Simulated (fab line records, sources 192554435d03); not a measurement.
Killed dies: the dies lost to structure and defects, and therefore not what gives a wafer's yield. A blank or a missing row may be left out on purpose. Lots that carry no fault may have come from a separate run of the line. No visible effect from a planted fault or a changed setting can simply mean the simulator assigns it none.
Chamber matching + flow n5-finfet + 3 sister chambers for N5_BEOL_M10_ILD_DEP_00 on pecvd-02
The step deposits SiCOH lowk from DEMS/porogen, target thk 308.51 nm, time 58 s. 6 wafers are shown with their chamber, then 12 later ones without.

WAFERS WITH THEIR CHAMBER
| wafer  | chamber | throttle-valve-pct (%) | heater-power-w (W) |
|--------|---------|------------------------|--------------------|
| L089.6 | 2       | 14.0                   | 289                |
| L088.2 | 0       | 12.8                   | 212                |
| L088.6 | 2       | 13.8                   | 300                |
| L094.1 | 1       | 13.8                   | 420                |
| L094.4 | 0       | 12.8                   | 267                |
| L094.6 | 1       | 13.7                   | 435                |

WAFERS WITH NO CHAMBER GIVEN
| wafer  | throttle-valve-pct (%) | heater-power-w (W) |
|--------|------------------------|--------------------|
| L096.2 | 13.8                   | 422                |
| L096.4 | 13.2                   | 274                |
| L096.6 | 13.8                   | 347                |
| L092.3 | 14.0                   | 438                |
| L092.5 | 13.9                   | 331                |
| L092.6 | 14.2                   | 446                |
| L095.1 | 13.7                   | 444                |
| L095.3 | 13.9                   | 301                |
| L095.4 | 13.9                   | 305                |
| L097.1 | 13.8                   | 287                |
| L097.5 | 12.8                   | 208                |
| L097.6 | 13.8                   | 441                |

WHICH CHAMBER EACH WENT THROUGH
| wafer  | from the rows above     | in truth |
|--------|-------------------------|----------|
| L096.2 | 1                       | 1        |
| L096.4 | 0                       | 0        |
| L096.6 | can't be placed: 2 or 1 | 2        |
| L092.3 | 1                       | 1        |
| L092.5 | 2                       | 2        |
| L092.6 | 1                       | 1        |
| L095.1 | 1                       | 1        |
| L095.3 | 2                       | 2        |
| L095.4 | 2                       | 2        |
| L097.1 | 2                       | 2        |
| L097.5 | 0                       | 0        |
| L097.6 | 1                       | 1        |
Correctly placed: 11 of 12. From these rows, 1 cannot be placed; in 1 the true chamber is one of the candidates. Number placed wrongly: 0.
How it was worked out, from the rows above alone: a wafer's distance from a chamber is the root of the sum, over the readings, of the square of ((its reading less the chamber's mean) divided by the reading's scatter). The wafer belongs to the nearest chamber; if the next one is less than 2 further off, it can't be placed. For every chamber, the mean is computed from those of its wafers that are shown. The scatter: take each reading less its chamber's mean, square it, sum over the shown wafers, divide by the number of wafers less the number of chambers, and take the root.
